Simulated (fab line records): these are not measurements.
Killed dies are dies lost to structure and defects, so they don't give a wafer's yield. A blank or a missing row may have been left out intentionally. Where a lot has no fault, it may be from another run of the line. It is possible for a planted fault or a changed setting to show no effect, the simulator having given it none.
Split-lot study :: flow n5 finfet :: route with 1938 steps; 7 lots, 21 wafers read

SPLIT DETAILS
At N5_MOL_CONTACT_COAG_PECVD_31 (deposits SiO2 from TEOS/O2, target thk 46 nm, time 8.9 s), the setting temp c was moved away from the recipe's 400 C on 6 of the 21 wafers read, by -1.8% to +3.7%. For the rest of the wafers, this setting stayed at what the recipe calls for.

The reading comes from the split's own step.

THE READING
SiO2_of_MOL_CONTACT_COAG_PECVD_31.thk nm (the simulator's own value, which no gauge read), in nm, at N5_MOL_CONTACT_COAG_PECVD_31 (deposits SiO2 from TEOS/O2, target thk 46 nm, time 8.9 s). The file does not state a usual value for it. The 15 wafers here that ran the recipe average 45.8 nm, standard deviation 0.65 nm.

wafer: L074.1
tool, chamber at the split: pecvd-02, 2
temp c as run, C: 400
against the recipe: recipe
SiO2_of_MOL_CONTACT_COAG_PECVD_31.thk nm, nm: 44.6
against lot-mates on the recipe: -

wafer: L074.3
tool, chamber at the split: pecvd-02, 0
temp c as run, C: 400
against the recipe: recipe
SiO2_of_MOL_CONTACT_COAG_PECVD_31.thk nm, nm: 45.6
against lot-mates on the recipe: -

wafer: L074.4
tool, chamber at the split: pecvd-02, 1
temp c as run, C: 400
against the recipe: recipe
SiO2_of_MOL_CONTACT_COAG_PECVD_31.thk nm, nm: 46.6
against lot-mates on the recipe: -

wafer: L078.1
tool, chamber at the split: pecvd-03, 2
temp c as run, C: 400
against the recipe: recipe
SiO2_of_MOL_CONTACT_COAG_PECVD_31.thk nm, nm: 45.2
against lot-mates on the recipe: -

wafer: L078.2
tool, chamber at the split: pecvd-03, 1
temp c as run, C: 409.8
against the recipe: +2.4%
SiO2_of_MOL_CONTACT_COAG_PECVD_31.thk nm, nm: 43.4
against lot-mates on the recipe: -2.4

wafer: L078.5
tool, chamber at the split: pecvd-03, 2
temp c as run, C: 400
against the recipe: recipe
SiO2_of_MOL_CONTACT_COAG_PECVD_31.thk nm, nm: 46.4
against lot-mates on the recipe: -

wafer: L079.1
tool, chamber at the split: pecvd-03, 1,2
temp c as run, C: 400
against the recipe: recipe
SiO2_of_MOL_CONTACT_COAG_PECVD_31.thk nm, nm: 46.6
against lot-mates on the recipe: -

wafer: L079.4
tool, chamber at the split: pecvd-03, 1,2
temp c as run, C: 400
against the recipe: recipe
SiO2_of_MOL_CONTACT_COAG_PECVD_31.thk nm, nm: 46.6
against lot-mates on the recipe: -

wafer: L079.3
tool, chamber at the split: pecvd-03, 2
temp c as run, C: 400
against the recipe: recipe
SiO2_of_MOL_CONTACT_COAG_PECVD_31.thk nm, nm: 46
against lot-mates on the recipe: -

wafer: L084.1
tool, chamber at the split: pecvd-01, 1
temp c as run, C: 405.2
against the recipe: +1.3%
SiO2_of_MOL_CONTACT_COAG_PECVD_31.thk nm, nm: 44.2
against lot-mates on the recipe: no lot-mate on the recipe

wafer: L084.4
tool, chamber at the split: pecvd-01, 1
temp c as run, C: 405.2
against the recipe: +1.3%
SiO2_of_MOL_CONTACT_COAG_PECVD_31.thk nm, nm: 44.2
against lot-mates on the recipe: no lot-mate on the recipe

wafer: L084.2
tool, chamber at the split: pecvd-01, 0
temp c as run, C: 405.2
against the recipe: +1.3%
SiO2_of_MOL_CONTACT_COAG_PECVD_31.thk nm, nm: 44
against lot-mates on the recipe: no lot-mate on the recipe

wafer: L085.3
tool, chamber at the split: pecvd-03, 0
temp c as run, C: 400
against the recipe: recipe
SiO2_of_MOL_CONTACT_COAG_PECVD_31.thk nm, nm: 45.4
against lot-mates on the recipe: -

wafer: L085.4
tool, chamber at the split: pecvd-03, 2
temp c as run, C: 392.6
against the recipe: -1.8%
SiO2_of_MOL_CONTACT_COAG_PECVD_31.thk nm, nm: 48.4
against lot-mates on the recipe: +2.3

wafer: L085.5
tool, chamber at the split: pecvd-03, 1
temp c as run, C: 400
against the recipe: recipe
SiO2_of_MOL_CONTACT_COAG_PECVD_31.thk nm, nm: 46.8
against lot-mates on the recipe: -

wafer: L086.1
tool, chamber at the split: pecvd-01, 2,0
temp c as run, C: 400
against the recipe: recipe
SiO2_of_MOL_CONTACT_COAG_PECVD_31.thk nm, nm: 45.4
against lot-mates on the recipe: -

wafer: L086.5
tool, chamber at the split: pecvd-01, 2,0
temp c as run, C: 400
against the recipe: recipe
SiO2_of_MOL_CONTACT_COAG_PECVD_31.thk nm, nm: 45.4
against lot-mates on the recipe: -

wafer: L086.3
tool, chamber at the split: pecvd-01, 1
temp c as run, C: 414.7
against the recipe: +3.7%
SiO2_of_MOL_CONTACT_COAG_PECVD_31.thk nm, nm: 40.8
against lot-mates on the recipe: -4.6

wafer: L089.3
tool, chamber at the split: pecvd-02, 2
temp c as run, C: 400
against the recipe: recipe
SiO2_of_MOL_CONTACT_COAG_PECVD_31.thk nm, nm: 45
against lot-mates on the recipe: -

wafer: L089.5
tool, chamber at the split: pecvd-02, 2
temp c as run, C: 400
against the recipe: recipe
SiO2_of_MOL_CONTACT_COAG_PECVD_31.thk nm, nm: 45.8
against lot-mates on the recipe: -

wafer: L089.6
tool, chamber at the split: pecvd-02, 1
temp c as run, C: 400
against the recipe: recipe
SiO2_of_MOL_CONTACT_COAG_PECVD_31.thk nm, nm: 46.2
against lot-mates on the recipe: -
The file does not say which wafer passed through which chamber wherever a row lists several chambers: such a row stands for several wafers.

FIT RESULTS
A straight line over all 21 wafers: SiO2_of_MOL_CONTACT_COAG_PECVD_31.thk nm changes by -1.29 nm for each +1% of temp c; r = -0.92; the points scatter about the line by 0.61 nm.
The same after taking each lot's own level away (the mean of its wafers on the recipe; 18 wafers): -1.18 nm for each +1%; r = -0.93; scatter 0.56 nm.
That fit puts the effect of the largest move of temp c on the reading at 4.3 nm.
Across the lots, their own levels run from 45.40 to 46.40 nm, a range of 1.5 times the standard deviation given above.
The two slopes agree, so the slope changes little with the lot-to-lot level.
Check: with one of the wafers moved furthest among these (+3.7%) left out of the fit, the line predicts -3.93 nm for it against its lot-mates. It came out at -4.6 nm against them.

OTHER SPLITS APPLIED TO THESE WAFERS
Before the reading, these wafers also passed through other splits. Each is held against what the fit with the lots' levels taken away leaves over:
other split on the same wafers: N5_DUMMY_GATE_COAT_28 spin rpm
wafers away from the commonest value: 5
r with SiO2_of_MOL_CONTACT_COAG_PECVD_31.thk nm (lot level and that fit taken away): -0.21

other split on the same wafers: N5_SD_EPI_N_ETCH_45 target depth a
wafers away from the commonest value: 8
r with SiO2_of_MOL_CONTACT_COAG_PECVD_31.thk nm (lot level and that fit taken away): -0.17

other split on the same wafers: N5_SD_EPI_N_EPI_21 temp c
wafers away from the commonest value: 6
r with SiO2_of_MOL_CONTACT_COAG_PECVD_31.thk nm (lot level and that fit taken away): +0.24

other split on the same wafers: N5_SDB_ETCH_18 source w
wafers away from the commonest value: 6
r with SiO2_of_MOL_CONTACT_COAG_PECVD_31.thk nm (lot level and that fit taken away): -0.11

other split on the same wafers: N5_HKMG_FIN_COAT_30 spin rpm
wafers away from the commonest value: 2
r with SiO2_of_MOL_CONTACT_COAG_PECVD_31.thk nm (lot level and that fit taken away): +0.19

other split on the same wafers: N5_HKMG_FIN_PEB_10 peb time s
wafers away from the commonest value: 5
r with SiO2_of_MOL_CONTACT_COAG_PECVD_31.thk nm (lot level and that fit taken away): +0.33

other split on the same wafers: N5_GATE_CUT_CUT_ETCH_54 icp w
wafers away from the commonest value: 4
r with SiO2_of_MOL_CONTACT_COAG_PECVD_31.thk nm (lot level and that fit taken away): -0.05

THE FILE'S OWN FIT
SiO2_of_MOL_CONTACT_COAG_PECVD_31.thk nm changes by -1.18 nm for each +1% of temp c, r = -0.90.
